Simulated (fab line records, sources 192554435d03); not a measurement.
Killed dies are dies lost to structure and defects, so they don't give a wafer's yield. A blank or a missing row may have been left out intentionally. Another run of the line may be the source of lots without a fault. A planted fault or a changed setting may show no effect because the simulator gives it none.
Chamber matching :: flow n5_finfet :: N5_BEOL_M3_STRIP_19 on rie_diel-03 has 4 sister chambers
The step strips in O2. 18 wafers are shown with their chamber, then 9 later ones without.

== WAFERS, EACH WITH ITS CHAMBER ==
wafer: L074.2
chamber: 2
drypump_motor_current_A (A): 5.6
showerhead_plenum_p_Torr (Torr): 2.09
throttle_valve_pct (%): 17.08

wafer: L074.3
chamber: 3
drypump_motor_current_A (A): 5.0
showerhead_plenum_p_Torr (Torr): 1.98
throttle_valve_pct (%): 16.74

wafer: L074.4
chamber: 1
drypump_motor_current_A (A): 5.6
showerhead_plenum_p_Torr (Torr): 2.05
throttle_valve_pct (%): 17.13

wafer: L079.1
chamber: 1
drypump_motor_current_A (A): 5.6
showerhead_plenum_p_Torr (Torr): 2.05
throttle_valve_pct (%): 17.13

wafer: L079.2
chamber: 2
drypump_motor_current_A (A): 5.6
showerhead_plenum_p_Torr (Torr): 2.09
throttle_valve_pct (%): 17.11

wafer: L079.6
chamber: 0
drypump_motor_current_A (A): 6.0
showerhead_plenum_p_Torr (Torr): 2.16
throttle_valve_pct (%): 16.79

wafer: L081.2
chamber: 0
drypump_motor_current_A (A): 6.0
showerhead_plenum_p_Torr (Torr): 2.16
throttle_valve_pct (%): 16.78

wafer: L081.4
chamber: 1
drypump_motor_current_A (A): 5.6
showerhead_plenum_p_Torr (Torr): 2.05
throttle_valve_pct (%): 17.13

wafer: L081.5
chamber: 3
drypump_motor_current_A (A): 5.0
showerhead_plenum_p_Torr (Torr): 1.98
throttle_valve_pct (%): 16.77

wafer: L080.1
chamber: 1
drypump_motor_current_A (A): 5.6
showerhead_plenum_p_Torr (Torr): 2.05
throttle_valve_pct (%): 17.15

wafer: L080.2
chamber: 0
drypump_motor_current_A (A): 6.0
showerhead_plenum_p_Torr (Torr): 2.16
throttle_valve_pct (%): 16.80

wafer: L080.4
chamber: 2
drypump_motor_current_A (A): 5.6
showerhead_plenum_p_Torr (Torr): 2.08
throttle_valve_pct (%): 17.11

wafer: L084.3
chamber: 0
drypump_motor_current_A (A): 6.0
showerhead_plenum_p_Torr (Torr): 2.16
throttle_valve_pct (%): 16.79

wafer: L084.5
chamber: 1
drypump_motor_current_A (A): 5.7
showerhead_plenum_p_Torr (Torr): 2.05
throttle_valve_pct (%): 17.15

wafer: L084.6
chamber: 0
drypump_motor_current_A (A): 6.0
showerhead_plenum_p_Torr (Torr): 2.16
throttle_valve_pct (%): 16.81

wafer: L088.1
chamber: 0
drypump_motor_current_A (A): 6.0
showerhead_plenum_p_Torr (Torr): 2.16
throttle_valve_pct (%): 16.82

wafer: L088.4
chamber: 2
drypump_motor_current_A (A): 5.6
showerhead_plenum_p_Torr (Torr): 2.08
throttle_valve_pct (%): 17.13

wafer: L088.5
chamber: 3
drypump_motor_current_A (A): 5.0
showerhead_plenum_p_Torr (Torr): 1.97
throttle_valve_pct (%): 16.77

SIGNATURES (averages over the wafers above)
reading: drypump_motor_current_A
chamber 0: 6.000
chamber 1: 5.620
chamber 2: 5.600
chamber 3: 5.000
scatter within a chamber: 0.0239

reading: showerhead_plenum_p_Torr
chamber 0: 2.1600
chamber 1: 2.0500
chamber 2: 2.0850
chamber 3: 1.9767
scatter within a chamber: 0.00345

reading: throttle_valve_pct
chamber 0: 16.7983
chamber 1: 17.1380
chamber 2: 17.1075
chamber 3: 16.7600
scatter within a chamber: 0.0157
Rule: for each reading, subtract the chamber's mean from the wafer's reading, divide by that reading's scatter and square the result; add these up over the readings and take the root, which gives the wafer's distance from the chamber. The wafer belongs to the nearest chamber; if the next one is less than 2 further off, it can't be placed. The scatter: take each reading less its chamber's mean, square it, sum over the shown wafers, divide by the number of wafers less the number of chambers, and take the root.

== WAFERS MISSING THEIR CHAMBER ==
wafer: L089.3
drypump_motor_current_A (A): 6.0
showerhead_plenum_p_Torr (Torr): 2.16
throttle_valve_pct (%): 16.83

wafer: L089.5
drypump_motor_current_A (A): 6.0
showerhead_plenum_p_Torr (Torr): 2.16
throttle_valve_pct (%): 16.83

wafer: L089.6
drypump_motor_current_A (A): 5.6
showerhead_plenum_p_Torr (Torr): 2.08
throttle_valve_pct (%): 17.14

wafer: L096.3
drypump_motor_current_A (A): 5.0
showerhead_plenum_p_Torr (Torr): 1.97
throttle_valve_pct (%): 16.80

wafer: L096.5
drypump_motor_current_A (A): 5.6
showerhead_plenum_p_Torr (Torr): 2.08
throttle_valve_pct (%): 17.16

wafer: L096.6
drypump_motor_current_A (A): 5.0
showerhead_plenum_p_Torr (Torr): 1.97
throttle_valve_pct (%): 16.80

wafer: L097.1
drypump_motor_current_A (A): 5.0
showerhead_plenum_p_Torr (Torr): 1.97
throttle_valve_pct (%): 16.81

wafer: L097.4
drypump_motor_current_A (A): 5.7
showerhead_plenum_p_Torr (Torr): 2.04
throttle_valve_pct (%): 16.73

wafer: L097.5
drypump_motor_current_A (A): 6.0
showerhead_plenum_p_Torr (Torr): 2.15
throttle_valve_pct (%): 16.84

== CHAMBER TAKEN BY EACH ==
wafer: L089.3
from the rows above: 0
in truth: 0

wafer: L089.5
from the rows above: 0
in truth: 0

wafer: L089.6
from the rows above: 2
in truth: 2

wafer: L096.3
from the rows above: 3
in truth: 3

wafer: L096.5
from the rows above: 2
in truth: 2

wafer: L096.6
from the rows above: 3
in truth: 3

wafer: L097.1
from the rows above: 3
in truth: 3

wafer: L097.4
from the rows above: can't be placed: 1 or 2
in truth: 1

wafer: L097.5
from the rows above: 0
in truth: 0
Placed correctly: 8 of 9. Cannot be placed on the basis of these rows: 1; the candidates contain the true chamber in 1. Wrongly placed: 0.
